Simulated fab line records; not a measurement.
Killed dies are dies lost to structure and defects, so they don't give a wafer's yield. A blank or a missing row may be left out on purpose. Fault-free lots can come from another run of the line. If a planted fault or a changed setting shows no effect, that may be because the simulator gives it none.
Matching of chambers | flow n5_finfet | 3 sister chambers for N5_BEOL_M1_CO_CAP_55 on cvd_co-01
The step material Co, precursor CCTBA/H2, target thk 2 nm, time 102.1 s. 22 wafers are shown with their chamber, then 11 later ones without.

== WAFERS WITH THEIR CHAMBER ==
wafer  | chamber | heater_power_w (W)
L075.2 | 0       | 256
L075.3 | 1       | 252
L075.5 | 0       | 250
L076.1 | 1       | 254
L076.2 | 2       | 212
L076.5 | 0       | 249
L077.1 | 0       | 251
L077.2 | 1       | 254
L077.5 | 1       | 249
L078.1 | 0       | 252
L078.4 | 1       | 253
L078.6 | 0       | 248
L079.2 | 0       | 250
L079.3 | 2       | 201
L079.4 | 2       | 215
L081.2 | 0       | 248
L081.5 | 2       | 207
L081.6 | 0       | 250
L083.1 | 2       | 210
L083.3 | 0       | 249
L083.4 | 2       | 210
L086.3 | 2       | 214

SIGNATURES (means of the wafers above)
reading        | chamber 0 | chamber 1 | chamber 2 | scatter within a chamber
heater_power_w | 250.30    | 252.40    | 209.86    | 3.26
Rule: for a wafer and a chamber, the distance is found by dividing, reading by reading, the gap between the wafer's reading and the chamber's mean by the reading's scatter, squaring, summing and taking the root. The wafer belongs to the nearest chamber; if the next one is less than 2 further off, it can't be placed. The scatter: the root of (the sum of the squares of (reading less its chamber's mean) over the shown wafers, divided by (wafers less chambers)).

== WAFERS WITHOUT THEIR CHAMBER ==
wafer  | heater_power_w (W)
L086.4 | 243
L086.5 | 258
L089.1 | 214
L089.3 | 247
L089.5 | 207
L091.1 | 250
L091.5 | 253
L091.6 | 253
L095.1 | 258
L095.4 | 249
L095.5 | 249

== WHICH CHAMBER EACH ONE RAN IN ==
wafer  | from the rows above     | in truth
L086.4 | can't be placed: 0 or 1 | 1
L086.5 | can't be placed: 1 or 0 | 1
L089.1 | 2                       | 2
L089.3 | can't be placed: 0 or 1 | 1
L089.5 | 2                       | 2
L091.1 | can't be placed: 0 or 1 | 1
L091.5 | can't be placed: 1 or 0 | 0
L091.6 | can't be placed: 1 or 0 | 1
L095.1 | can't be placed: 1 or 0 | 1
L095.4 | can't be placed: 0 or 1 | 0
L095.5 | can't be placed: 0 or 1 | 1
Correct placement for 2 of the 11. Unplaceable from these rows: 9, with the true chamber sitting among the candidates in 9. Wrongly placed: 0.
